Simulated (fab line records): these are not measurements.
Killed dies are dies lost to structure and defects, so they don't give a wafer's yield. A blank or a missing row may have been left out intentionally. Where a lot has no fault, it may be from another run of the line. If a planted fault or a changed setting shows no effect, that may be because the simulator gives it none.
Matching of chambers + flow n5 finfet + ald sin-03 running N5_STI_FIN_REVEAL_ALD_14: 4 sister chambers
The step deposits Si3N4, target thk 3 nm. 4 wafers are shown with their chamber, then 7 later ones without.

WAFERS, EACH WITH ITS CHAMBER
| wafer  | chamber | heater power w (W) |
|--------|---------|--------------------|
| L278.6 | 0       | 792                |
| L290.6 | 2       | 1065               |
| L291.2 | 3       | 851                |
| L291.4 | 1       | 898                |

WAFERS WITH NO CHAMBER GIVEN
| wafer  | heater power w (W) |
|--------|--------------------|
| L291.5 | 788                |
| L292.2 | 864                |
| L292.4 | 911                |
| L292.5 | 794                |
| L298.1 | 890                |
| L298.3 | 930                |
| L298.6 | 870                |

WHICH CHAMBER EACH ONE RAN IN
| wafer  | from the rows above     | in truth |
|--------|-------------------------|----------|
| L291.5 | 0                       | 0        |
| L292.2 | can't be placed: 3 or 1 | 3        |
| L292.4 | 1                       | 1        |
| L292.5 | 0                       | 0        |
| L298.1 | can't be placed: 1 or 3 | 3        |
| L298.3 | 1                       | 1        |
| L298.6 | can't be placed: 3 or 1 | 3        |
Correct placement for 4 of the 7. Unplaceable from these rows: 3, with the true chamber sitting among the candidates in 3. Number placed wrongly: 0.
How it was worked out, from the rows above alone: a wafer's distance from a chamber is the root of the sum, over the readings, of the square of ((its reading less the chamber's mean) divided by the reading's scatter). If the next closest chamber is less than 2 further off than the closest, the wafer can't be placed; otherwise it belongs to the closest. A chamber's mean is the mean of its shown wafers. The scatter: with one shown wafer a chamber, the root of the mean of the squares of how far each hidden wafer lies from its nearest shown one.
